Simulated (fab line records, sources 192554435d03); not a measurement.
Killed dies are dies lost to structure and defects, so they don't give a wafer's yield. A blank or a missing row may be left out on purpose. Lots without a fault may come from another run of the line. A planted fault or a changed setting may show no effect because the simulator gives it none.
fab line records | flow n5_finfet
record lots=7 wafers=39
route steps=1938 shown WELL_APT@55 FIN_SAQP@130 DUMMY_GATE@243 SD_EPI_N@288 SD_ACTIVATION@330 MOL_CONTACT_COAG@588
start_h: hours from the record's first day to the start of the lot's first wafer shown | wait_h: hours since the lot's step before | " the same as in the row above | L1.1+2: a row that stands for several wafers | - no value, or no start given | * or withheld: withheld | < > ~ a bound
route shown NAME@n: a module of which the file shows steps, and the number in the route of the first | usual: mean/standard deviation of fault-free wafers | same: alike in all rows | chamber/n: place in a boat | sites: the reading at each site | _std_site: their standard deviation | _edge_site: outer sites' mean less inner sites' | radius_mm: how far each site lies from the wafer's centre | mask NAME#n: copy n | behind: the tool/chamber that last shaped the wafer | hold: why the lot was held/for how many hours/how that ended | device: the transistor (n, p or np) that didn't switch | end of line: the same wafers' tests at the end of the route | a step without rows: its recipe alone | killed: dies lost to structure and defects at the first sort, not the wafer's yield | map: a wafer's dies, x killed, . not, _ none there
set.NAME: the setting as run; set.NAME@STEP: as run at that earlier step | model.NAME: the simulator's own value behind a step, which no gauge read
lots whose settings were changed on purpose; a table a step, a row a wafer
## steps
# step N5_WELL_APT_EPI_41
# recipe material=Si target_thk_a=500 temp_c=650 precursor=SiH4/H2 pressure_torr=20 time_s=297.7
# columns lot.wafer tool chamber start_h wait_h set.time_s model.Si_of_WELL_APT_EPI_41.thk_nm
L074.1 epi_rpcvd-04 0 16.09 0.0 297.7 50.13
L074.2 " 0 " " 297.7 50.61
L074.3 " 0 " " 297.7 50.99
L074.4 " 0 " " 276.3 46.21
L074.5 " 0 " " 276.3 46.53
L074.6 " 0 " " 276.3 46.77
L079.1 epi_rpcvd-04 0 45.89 0.0 297.7 50.17
L079.2 " 0 " " 305.8 51.45
L079.3+6 " 0 " " 297.7 49.96
L079.4 " 0 " " 305.8 52.15
L079.5 " 0 " " 305.8 51.65
L081.1+4 epi_rpcvd-04 0 57.98 0.0 310.8 53.62
L081.2 " 0 " " 310.8 53.41
L081.3 " 0 " " 297.7 50.53
L081.5 " 0 " " 297.7 51.4
L081.6 " 0 " " 297.7 50.67
L082.1 epi_rpcvd-03 0 64.16 0.0 297.7 50
L082.2 " 0 " " 297.7 49.99
L082.5 " 0 " " 297.7 49.58
L085.1 epi_rpcvd-04 0 82.59 0.0 297.7 51.55
L085.2 " 0 " " 297.7 51.27
L085.3 " 0 " " 297.7 51.28
L085.4 " 0 " " 297.7 50.97
L085.5 " 0 " " 297.7 50.95
L085.6 " 0 " " 297.7 50.63
L093.1 epi_rpcvd-03 0 130.47 0.0 297.7 49.08
L093.2 " 0 " " 297.7 49.41
L093.3 " 0 " " 319.2 52.96
L093.4 " 0 " " 297.7 48.93
L093.5 " 0 " " 319.2 53.7
L093.6 " 0 " " 319.2 52.91
L095.1 epi_rpcvd-03 0 142.01 0.0 297.7 50.45
L095.2 " 0 " " 297.7 50.91
L095.3 " 0 " " 297.7 50.04
L095.4 " 0 " " 297.7 50.85
L095.5 " 0 " " 297.7 49.92
L095.6 " 0 " " 297.7 49.99
# step N5_FIN_SAQP_ETCH_65
# recipe chemistry=CF4 target=SiO2 target_depth_a=40 ion_energy_ev=350 time_s=4.4 pressure_mtorr=10 icp_w=800 bias_w=400 cf4_flow_sccm=80
# columns lot.wafer tool chamber start_h wait_h set.time_s model.etch.depth_nm
L074.1 rie_si-04 1 24.10 0.1 4.4 4.022
L074.2 " 2 " " 5.406 4.901
L074.3 " 0 " " 4.4 3.962
L074.4 " 3 " " 5.406 4.907
L074.5 " 0 " " 4.4 3.991
L074.6 " 3 " " 5.406 4.938
L079.1 rie_si-02 3 55.67 0.1 4.4 3.936
L079.2 " 1 " " 5.036 4.602
L079.3 " 2 " " 4.4 4.061
L079.4 " 0 " " 5.036 4.566
L079.5 " 0 " " 4.4 3.988
L079.6 " 3 " " 5.036 4.537
L081.1 rie_si-04 0 66.10 0.1 4.4 3.986
L081.2 " 2 " " 4.4 4.016
L081.3 " 3 " " 4.4 4.042
L081.4 " 1 " " 3.789 3.457
L081.5 " 3 " " 3.789 3.478
L081.6 " 0 " " 3.789 3.443
L082.1 rie_si-02 0 73.14 0.1 4.4 3.973
L082.2 " 3 " " 4.4 3.95
L082.5 " 0 " " 4.4 3.972
L085.1 rie_si-04 0 91.73 0.1 4.4 4.019
L085.2 " 3 " " 4.743 4.376
L085.3 " 2 " " 4.743 4.39
L085.4 " 1 " " 4.4 4.037
L085.5 " 2 " " 4.743 4.385
L085.6 " 3 " " 4.4 4.072
L093.1 rie_si-03 2 138.43 0.1 3.922 3.64
L093.2 " 0 " " 3.922 3.535
L093.3 " 1 " " 3.922 3.648
L093.4 " 3 " " 4.4 3.957
L093.5 " 3 " " 4.4 3.972
L093.6 " 0 " " 4.4 3.988
L095.1 rie_si-02 3 150.83 0.1 4.931 4.413
L095.2 " 0 " " 4.931 4.489
L095.3 " 2 " " 4.4 4.035
L095.4 " 1 " " 4.4 3.97
L095.5 " 0 " " 4.4 3.997
L095.6 " 1 " " 4.931 4.451
# step N5_DUMMY_GATE_ETCH_31
# recipe chemistry=C4F6/O2 target=SiO2 mask_material=SOC target_depth_a=825 time_s=27.5 ion_energy_ev=250 pressure_mtorr=30 source_w=345 bias_w=185 Ar_flow_sccm=300 C4F6_flow_sccm=10 O2_flow_sccm=10
# columns lot.wafer tool chamber start_h wait_h set.target_depth_a model.etch.depth_nm model.SOC_of_DUMMY_GATE_COAT_34.thk_nm
L074.1 rie_diel-01 2 46.75 0.2 882.7 88.59 51.2
L074.2 " 3 " " 882.7 86.65 51.4
L074.3 " 0 " " 825 82.77 51.6
L074.4 " 1 " " 882.7 87.8 51.2
L074.5 " 2 " " 825 83.29 51.6
L074.6 " 1 " " 825 80.99 52
L079.1 rie_diel-03 3 78.20 0.0 825 82.96 51.8
L079.2 " 1 " " 825 83.25 51.8
L079.3 " 0 " " 825 82.23 51.6
L079.4 " 2 " " 825 81.52 52
L079.5 " 1 " " 825 82.19 51.8
L079.6 " 0 " " 825 82.43 52
L081.1 rie_diel-01 2 87.70 0.3 825 82.68 51.6
L081.2 " 3 " " 741.6 72.47 52.6
L081.3 " 0 " " 825 82.59 51.8
L081.4 " 2 " " 825 82.76 51.6
L081.5 " 0 " " 741.6 73.54 52.4
L081.6 " 3 " " 741.6 72.37 52.8
L082.1 rie_diel-01 3 94.98 0.1 825 81.21 51.6
L082.2 " 2 " " 825 82.97 51.4
L082.5 " 1 " " 825 85.24 51.2
L085.1 rie_diel-01 3 117.99 0.1 825 81.66 51.8
L085.2 " 0 " " 825 82.73 51.6
L085.3 " 1 " " 744.5 76.51 52.4
L085.4 " 2 " " 744.5 75.12 52.6
L085.5 " 2 " " 825 83.83 51.8
L085.6 " 1 " " 744.5 77.22 52.4
L093.1 rie_diel-03 1 161.07 0.0 825 82.6 51.8
L093.2 " 0 " " 825 81.83 51.8
L093.3 " 3 " " 825 82.45 51.8
L093.4 " 2 " " 825 81.92 51.8
L093.5 " 0 " " 825 82.51 51.8
L093.6 " 3 " " 825 82.53 51.8
L095.1 rie_diel-03 2 172.89 0.0 870.2 86.2 51.2
L095.2 " 0 " " 825 80.92 52
L095.3 " 3 " " 825 82.69 51.8
L095.4 " 1 " " 870.2 86.35 51.4
L095.5 " 2 " " 870.2 85.99 51.4
L095.6 " 3 " " 825 82.06 51.8
# step N5_SD_EPI_N_EPI_21
# recipe material=Si:P dopant=P temp_c=680 pressure_torr=255 time_s=690
# columns lot.wafer tool chamber start_h wait_h set.time_s model.Si-P_of_SD_EPI_N_EPI_21.thk_nm
L074.1 epi_rpcvd-02 0 50.81 0.2 690 59.6
L074.2+3 " 0 " " 690 59
L074.4 " 0 " " 824.4 66.6
L074.5 " 0 " " 824.4 67.2
L074.6 " 0 " " 824.4 67.6
L079.1+6 epi_rpcvd-02 0 81.92 0.1 690 60.4
L079.2+5 " 0 " " 690 60.2
L079.3 " 0 " " 690 60
L079.4 " 0 " " 690 61.2
L081.1 epi_rpcvd-02 0 91.39 0.1 690 58.8
L081.2 " 0 " " 817.7 66
L081.3 " 0 " " 817.7 66.8
L081.4 " 0 " " 690 58.2
L081.5 " 0 " " 690 58.4
L081.6 " 0 " " 817.7 66.2
L082.1 epi_rpcvd-02 0 99.13 0.1 690 58.6
L082.2 " 0 " " 690 58.8
L082.5 " 0 " " 690 58.4
L085.1 epi_rpcvd-03 0 121.56 0.2 690 57.6
L085.2 " 0 " " 592.2 52.6
L085.3+4 " 0 " " 690 58.2
L085.5 " 0 " " 592.2 52.8
L085.6 " 0 " " 592.2 52.2
L093.1 epi_rpcvd-01 0 164.47 0.1 773.8 64.2
L093.2 " 0 " " 690 58.6
L093.3 " 0 " " 690 58.4
L093.4 " 0 " " 690 59.4
L093.5 " 0 " " 773.8 62.8
L093.6 " 0 " " 773.8 64
L095.1 epi_rpcvd-03 0 176.48 0.1 581.8 52.2
L095.2 " 0 " " 690 58
L095.3 " 0 " " 581.8 52.8
L095.4 " 0 " " 690 59.2
L095.5 " 0 " " 581.8 52.4
L095.6 " 0 " " 690 58.4
# step N5_SD_EPI_N_EPI_MEAS_23
# recipe mode=xrd
# usual thk_nm=58.8/1.2
# columns lot.wafer tool chamber start_h wait_h set.time_s@SD_EPI_N_EPI_21 thk_nm
L074.1 film_metro-01 - 53.08 1.9 690 60.8
L074.2 " - " " 690 59.0
L074.3 " - " " 690 61.0
L074.4 " - " " 824.4 66.9
L074.5 " - " " 824.4 69.0
L074.6 " - " " 824.4 66.5
L079.1 film_metro-01 - 83.64 1.4 690 60.1
L079.2 " - " " 690 59.9
L079.3 " - " " 690 59.8
L079.4 " - " " 690 61.7
L079.5 " - " " 690 59.6
L079.6 " - " " 690 60.7
L081.1 film_metro-01 - 93.10 1.4 690 60.0
L081.2 " - " " 817.7 64.8
L081.3 " - " " 817.7 67.4
L081.4 " - " " 690 59.2
L081.5 " - " " 690 59.9
L081.6 " - " " 817.7 64.7
L082.1 film_metro-02 - 100.84 1.4 690 58.1
L082.2 " - " " 690 59.0
L082.5 " - " " 690 57.4
L085.1 film_metro-01 - 123.84 1.9 690 56.6
L085.2 " - " " 592.2 51.0
L085.3 " - " " 690 59.0
L085.4 " - " " 690 58.0
L085.5 " - " " 592.2 54.7
L085.6 " - " " 592.2 51.5
L093.1 film_metro-02 - 166.18 1.4 773.8 62.8
L093.2 " - " " 690 57.3
L093.3 " - " " 690 57.4
L093.4 " - " " 690 58.0
L093.5 " - " " 773.8 63.5
L093.6 " - " " 773.8 63.8
L095.1 film_metro-01 - 178.20 1.5 581.8 53.1
L095.2 " - " " 690 58.4
L095.3 " - " " 581.8 51.8
L095.4 " - " " 690 58.9
L095.5 " - " " 581.8 52.2
L095.6 " - " " 690 56.9
# step N5_SD_EPI_N_PRECLEAN_24
# recipe chemistry=O3/DIW time_s=60 temp_c=22 o3_ppm=10
# step N5_SD_EPI_N_SRD_25
# recipe time_s=30 temp_c=23 rinse_liquid=diw dry=ipa_marangoni
# step N5_SD_ACTIVATION_RTA_00
# recipe temp_c=975 time_s=0 ambient=N2 idle_temp_c=600 ramp_up_c_per_s=150 ramp_down_c_per_s=60 cool_to_c=600
# step N5_SD_ACTIVATION_LSA_01
# recipe temp_c=1080 time_s=0.0008 ambient=N2
# step N5_SD_ACTIVATION_RS_MEAS_03
# recipe thk_meas_gauge=four-point-probe
# usual RS_SD_N=21.95/0.27 RS_SD_P=55.9/0.94
# columns lot.wafer tool chamber start_h wait_h set.time_s@SD_EPI_N_EPI_21 RS_SD_N[ohm/sq] RS_SD_P[ohm/sq]
L074.1 film_metro-02 - 59.44 0.2 690 21.65 56.5
L074.2 " - " " 690 22.14 56.9
L074.3 " - " " 690 21.87 56.7
L074.4 " - " " 824.4 19.46 56.6
L074.5 " - " " 824.4 19.34 56.9
L074.6 " - " " 824.4 19.19 57.0
L079.1 film_metro-02 - 88.85 0.2 690 21.21 56.8
L079.2 " - " " 690 21.55 57.1
L079.3 " - " " 690 21.28 57.0
L079.4 " - " " 690 21.21 57.2
L079.5 " - " " 690 21.26 57.0
L079.6 " - " " 690 21.15 56.2
L081.1 film_metro-02 - 98.99 0.2 690 21.83 54.7
L081.2 " - " " 817.7 19.65 55.5
L081.3 " - " " 817.7 19.41 55.3
L081.4 " - " " 690 22.22 55.6
L081.5 " - " " 690 22.06 55.0
L081.6 " - " " 817.7 19.63 55.4
L082.1 film_metro-02 - 106.22 0.2 690 21.86 55.9
L082.2 " - " " 690 21.88 56.4
L082.5 " - " " 690 22.10 55.8
L085.1 film_metro-01 - 128.93 0.2 690 22.36 56.1
L085.2 " - " " 592.2 24.41 56.3
L085.3 " - " " 690 22.17 56.9
L085.4 " - " " 690 21.93 56.2
L085.5 " - " " 592.2 24.25 55.8
L085.6 " - " " 592.2 24.73 56.7
L093.1 film_metro-01 - 171.51 0.2 773.8 19.97 55.5
L093.2 " - " " 690 22.09 55.6
L093.3 " - " " 690 22.18 54.8
L093.4 " - " " 690 21.62 56.2
L093.5 " - " " 773.8 20.51 55.5
L093.6 " - " " 773.8 19.96 56.2
L095.1 film_metro-01 - 183.58 0.2 581.8 24.68 54.3
L095.2 " - " " 690 22.60 54.9
L095.3 " - " " 581.8 24.65 54.8
L095.4 " - " " 690 21.68 55.0
L095.5 " - " " 581.8 24.55 55.3
L095.6 " - " " 690 22.07 55.0
# step N5_MOL_CONTACT_COAG_ETCH_47
# recipe chemistry=CH3F/O2 target=SiNx target_depth_a=270 mask_material=SiO2 stop_on=W over_etch_frac=0.2 ion_energy_ev=120 endpoint=OES-CN pressure_mtorr=30 source_w=395 bias_w=73 Ar_flow_sccm=150 CH3F_flow_sccm=30 O2_flow_sccm=20 ends=end_point
# usual rf_vpp_V=299.2/2.7
# columns lot.wafer tool chamber start_h wait_h set.source_w rf_vpp_V
L074.1 rie_diel-04 3 98.66 0.0 395 302.7
L074.2 " 1 " " 395 296.9
L074.3 " 2 " " 395 301.7
L074.4 " 3 " " 395 302.8
L074.5 " 1 " " 395 296.5
L074.6 " 2 " " 395 300.6
L079.1 rie_diel-06 1 133.48 0.0 395 301.1
L079.2 " 3 " " 368.2 310.0
L079.3 " 0 " " 368.2 307.8
L079.4 " 2 " " 395 299.1
L079.5 " 2 " " 395 299.8
L079.6 " 1 " " 368.2 311.3
L081.1 rie_diel-02 0 139.32 0.0 459.6 274.8
L081.2 " 1 " " 395 299.4
L081.3 " 3 " " 395 293.8
L081.4 " 3 " " 459.6 274.1
L081.5 " 0 " " 395 297.0
L081.6 " 1 " " 459.6 278.5
L082.1 rie_diel-02 1 146.51 0.0 395 299.2
L082.2 " 3 " " 395 294.9
L082.5 " 1 " " 395 297.3
L085.1 rie_diel-04 2 168.60 0.0 367.3 311.8
L085.2 " 3 " " 367.3 312.4
L085.3 " 0 " " 395 295.6
L085.4 " 0 " " 367.3 307.4
L085.5 " 2 " " 395 301.7
L085.6 " 3 " " 395 303.5
L093.1 rie_diel-02 3 216.01 0.0 395 295.7
L093.2 " 0 " " 395 295.4
L093.3 " 2 " " 395 299.3
L093.4 " 1 " " 395 298.8
L093.5 " 1 " " 395 298.3
L093.6 " 0 " " 395 295.7
L095.1 rie_diel-02 0 229.51 0.0 395 295.1
L095.2 " 1 " " 395 300.0
L095.3 " 2 " " 395 300.1
L095.4 " 3 " " 395 292.8
L095.5 " 0 " " 395 295.0
L095.6 " 3 " " 395 294.4
## key
split step=N5_WELL_APT_EPI_41 setting=time_s stated=297.7 by=wafer
response step=N5_WELL_APT_EPI_41 reading=model.Si_of_WELL_APT_EPI_41.thk_nm change=+0.574 per=1% r=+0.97
split step=N5_FIN_SAQP_ETCH_65 setting=time_s stated=4.4 by=wafer
response step=N5_FIN_SAQP_ETCH_65 reading=model.etch.depth_nm change=+0.0394 per=1% r=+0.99
split step=N5_DUMMY_GATE_ETCH_31 setting=target_depth_a stated=825 by=wafer
response step=N5_DUMMY_GATE_ETCH_31 reading=model.etch.depth_nm change=+0.81 per=1% r=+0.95
response step=N5_DUMMY_GATE_ETCH_31 reading=model.SOC_of_DUMMY_GATE_COAT_34.thk_nm change=-0.0824 per=1% r=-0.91
split step=N5_SD_EPI_N_EPI_21 setting=time_s stated=690 by=wafer
response step=N5_SD_EPI_N_EPI_21 reading=model.Si-P_of_SD_EPI_N_EPI_21.thk_nm change=+0.404 per=1% r=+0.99
response step=N5_SD_EPI_N_EPI_MEAS_23 reading=thk_nm change=* per=1% r=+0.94
response step=N5_SD_ACTIVATION_RS_MEAS_03 reading=RS_SD_N change=-0.144 per=1% r=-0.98
split step=N5_MOL_CONTACT_COAG_ETCH_47 setting=source_w stated=395 by=wafer
response step=N5_MOL_CONTACT_COAG_ETCH_47 reading=rf_vpp_V change=-1.32 per=1% r=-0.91
